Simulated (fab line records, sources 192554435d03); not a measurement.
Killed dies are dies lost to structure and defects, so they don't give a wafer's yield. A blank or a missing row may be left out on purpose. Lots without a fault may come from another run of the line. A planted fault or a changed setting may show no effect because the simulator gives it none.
One fault seen from 2 desks | flow n5_finfet | each desk has only its own numbers; what lay behind them comes last

THE TOOL OWNER'S DESK: rie_diel-02
The tool's own readings at N5_DUMMY_GATE_ETCH_42 (etches SiO2 in CHF3/O2, target depth 3.5 nm, time 31 s): means of the sampled wafers that have a number, for each lot that ran on this tool. A lot is out of limits, marked OUT, if its mean lies more than 4 standard deviations from the usual mean; the brackets give that distance.
Columns: A = bias_w at N5_DUMMY_GATE_ETCH_42, usual 12.00 W; B = drypump_motor_current_A at N5_DUMMY_GATE_ETCH_42, usual 5.7 A; C = oes_product_au at N5_DUMMY_GATE_ETCH_42, usual 0.76 a.u.; D = rf_vpp_V at N5_DUMMY_GATE_ETCH_42, usual 42.2 V; E = showerhead_plenum_p_Torr at N5_DUMMY_GATE_ETCH_42, usual 2.44 Torr; F = throttle_valve_pct at N5_DUMMY_GATE_ETCH_42, usual 18.82 %
lot  | first seen here | A               | B   | C    | D               | E    | F
L149 | day 5 11:16     | 12.00           | 5.8 | 0.74 | 42.9            | 2.43 | 18.87
L153 | day 6 12:09     | 10.19 (-45) OUT | 5.9 | 0.76 | 36.3 (-6.9) OUT | 2.43 | 18.43
This desk's finding: out of limits on L153; first on L153, day 6 12:09 (bias_w at N5_DUMMY_GATE_ETCH_42). In limits: L149.

THE METROLOGY DESK
What the gauges read, lot by lot, whatever tool the lot ran on: means of the sampled wafers that have a number. A lot is out of limits, marked OUT, if its mean lies more than 4 standard deviations from the usual mean; the brackets give that distance. Of its 12 readings 7 are shown: those that lie furthest out on some lot.
Columns: A = cd_nm at N5_DUMMY_GATE_CD_MEAS_50, usual 14.1 nm; B = DIBL_N at N5_BEOL_M4_RC_MEAS_101, usual 36.1 mV/V; C = DIBL_P at N5_BEOL_M4_RC_MEAS_101, usual 35.9 mV/V; D = IOFF_N at N5_BEOL_M4_RC_MEAS_101, usual 0.154 nA/um; E = SS_N at N5_BEOL_M4_RC_MEAS_101, usual 71.6 mV/dec; F = SS_P at N5_BEOL_M4_RC_MEAS_101, usual 73.2 mV/dec; G = VT_N at N5_BEOL_M4_RC_MEAS_101, usual 250.5 mV
lot  | first seen here | A    | B    | C    | D     | E    | F    | G
L145 | day 4 10:07     | 14.3 | 34.7 | 35.0 | 0.149 | 71.4 | 73.4 | 250.1
L149 | day 5 10:43     | 14.6 | 31.6 | 31.2 | 0.104 | 70.8 | 72.1 | 255.3
L153 | day 6 11:37     | 13.9 | 34.8 | 33.8 | 0.128 | 71.2 | 72.8 | 253.7
L154 | day 6 19:14     | 14.2 | 34.6 | 35.2 | 0.122 | 71.1 | 72.8 | 252.7
L160 | day 8 10:19     | 14.2 | 36.6 | 35.2 | 0.158 | 70.9 | 72.7 | 248.4
This desk's finding: nothing out of limits on any of the 5 lots.

PUT TOGETHER
The tool owner's desk could have raised an alarm at day 6 12:09, on L153.
The metrology desk saw nothing out of limits.
The metrology desk has L153 on record, within its limits.
Of the lots named, all ran N5_DUMMY_GATE_ETCH_42 on rie_diel-02.

WHAT THE SIMULATOR HAD PUT IN
Process parameter drift: rie_diel-02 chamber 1, from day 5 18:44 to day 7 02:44, at N5_DUMMY_GATE_ETCH_42. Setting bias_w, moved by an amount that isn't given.
Lots struck among those shown: L153.
Hours from the fault's start to each desk's first reading out of limits: the tool owner's desk, 17.
